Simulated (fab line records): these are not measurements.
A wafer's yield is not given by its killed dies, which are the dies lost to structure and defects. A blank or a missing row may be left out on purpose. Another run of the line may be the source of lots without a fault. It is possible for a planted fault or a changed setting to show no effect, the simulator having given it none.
Matching of chambers | flow n5 finfet | N5_STI_FIN_REVEAL_STRIP_24 on rie diel-01: 4 sister chambers
The step strips in N2/H2, time 90 s. 8 wafers are shown with their chamber, then 9 later ones without.

== WAFERS, EACH WITH ITS CHAMBER ==
wafer  | chamber | throttle valve pct (%) | drypump motor current A (A)
L076.2 | 0       | 12.55                  | 5.9
L088.2 | 0       | 12.60                  | 5.9
L090.2 | 2       | 12.71                  | 5.7
L090.3 | 3       | 12.56                  | 5.6
L090.6 | 1       | 11.94                  | 5.8
L092.2 | 1       | 11.96                  | 5.7
L092.3 | 2       | 12.71                  | 5.7
L092.4 | 3       | 12.57                  | 5.6

== WAFERS WITHOUT THEIR CHAMBER ==
wafer  | throttle valve pct (%) | drypump motor current A (A)
L095.1 | 11.99                  | 5.9
L095.3 | 11.98                  | 5.8
L095.4 | 12.75                  | 5.7
L096.1 | 11.99                  | 5.9
L096.3 | 12.75                  | 5.7
L096.4 | 11.97                  | 5.7
L097.2 | 12.75                  | 5.8
L097.4 | 12.59                  | 5.6
L097.5 | 12.76                  | 5.7

== EACH ONE'S CHAMBER ==
wafer  | from the rows above | in truth
L095.1 | 1                   | 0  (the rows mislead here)
L095.3 | 1                   | 1
L095.4 | 2                   | 2
L096.1 | 1                   | 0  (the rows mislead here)
L096.3 | 2                   | 2
L096.4 | 1                   | 1
L097.2 | 2                   | 2
L097.4 | 3                   | 3
L097.5 | 2                   | 2
Correctly placed: 7 of 9. Can't be placed from these rows: 0. Wrongly placed: 2.
How it was worked out, from the rows above alone: a wafer's distance from a chamber is the root of the sum, over the readings, of the square of ((its reading less the chamber's mean) divided by the reading's scatter). The wafer belongs to the nearest chamber; if the next one is less than 2 further off, it can't be placed. The mean given for a chamber averages the wafers shown for that chamber. The scatter: take each reading less its chamber's mean, square it, sum over the shown wafers, divide by the number of wafers less the number of chambers, and take the root.
